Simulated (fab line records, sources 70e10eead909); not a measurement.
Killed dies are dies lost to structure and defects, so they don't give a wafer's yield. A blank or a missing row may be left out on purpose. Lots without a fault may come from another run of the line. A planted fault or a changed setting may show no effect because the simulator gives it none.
Chamber matching | flow nand_harc | NHARC_A_CONTACT_DESCUM_74 on rie_diel-04: 4 sister chambers
The step chemistry O2, time 3 s. 14 wafers are shown with their chamber, then 7 later ones without.

WAFERS WITH THEIR CHAMBER
wafer  | chamber | showerhead_plenum_p_Torr (Torr) | drypump_motor_current_A (A) | rf_vpp_V (V)
L497.2 | 3       | 1.79                            | 4.9                         | 56.2
L497.3 | 1       | 1.82                            | 5.3                         | 56.0
L497.5 | 3       | 1.79                            | 4.9                         | 57.3
L499.1 | 1       | 1.82                            | 5.3                         | 58.0
L499.2 | 2       | 2.00                            | 5.2                         | 58.8
L499.6 | 1       | 1.82                            | 5.3                         | 57.8
L511.4 | 1       | 1.81                            | 5.3                         | 56.4
L511.5 | 3       | 1.79                            | 4.9                         | 57.7
L511.6 | 0       | 1.92                            | 6.4                         | 57.3
L512.1 | 0       | 1.92                            | 6.3                         | 57.0
L512.2 | 2       | 2.00                            | 5.2                         | 58.5
L512.3 | 3       | 1.79                            | 4.9                         | 58.3
L516.3 | 1       | 1.81                            | 5.3                         | 58.4
L516.5 | 3       | 1.79                            | 4.9                         | 57.3

SIGNATURES (means of the wafers above)
reading                  | chamber 0 | chamber 1 | chamber 2 | chamber 3 | scatter within a chamber
showerhead_plenum_p_Torr | 1.9200    | 1.8160    | 2.0000    | 1.7900    | 0.00346
drypump_motor_current_A  | 6.350     | 5.300     | 5.200     | 4.900     | 0.0224
rf_vpp_V                 | 57.150    | 57.320    | 58.650    | 57.360    | 0.83
Rule: a wafer's distance from a chamber is the root of the sum, over the readings, of the square of ((its reading less the chamber's mean) divided by the reading's scatter). The wafer belongs to the nearest chamber; if the next one is less than 2 further off, it can't be placed. The scatter: the root of (the sum of the squares of (reading less its chamber's mean) over the shown wafers, divided by (wafers less chambers)).

WAFERS WITHOUT THEIR CHAMBER
wafer  | showerhead_plenum_p_Torr (Torr) | drypump_motor_current_A (A) | rf_vpp_V (V)
L516.6 | 1.99                            | 5.3                         | 57.3
L519.2 | 1.92                            | 6.4                         | 59.8
L519.3 | 1.81                            | 5.3                         | 57.6
L519.6 | 1.79                            | 4.9                         | 56.1
L520.1 | 1.78                            | 4.9                         | 57.9
L520.2 | 1.92                            | 6.4                         | 58.1
L520.4 | 1.81                            | 5.2                         | 57.8

WHICH CHAMBER EACH WENT THROUGH
wafer  | from the rows above | in truth
L516.6 | 2                   | 2
L519.2 | 0                   | 0
L519.3 | 1                   | 1
L519.6 | 3                   | 3
L520.1 | 3                   | 3
L520.2 | 0                   | 0
L520.4 | 1                   | 1
Placed correctly: 7 of 7. Can't be placed from these rows: 0. Placed wrongly: 0.
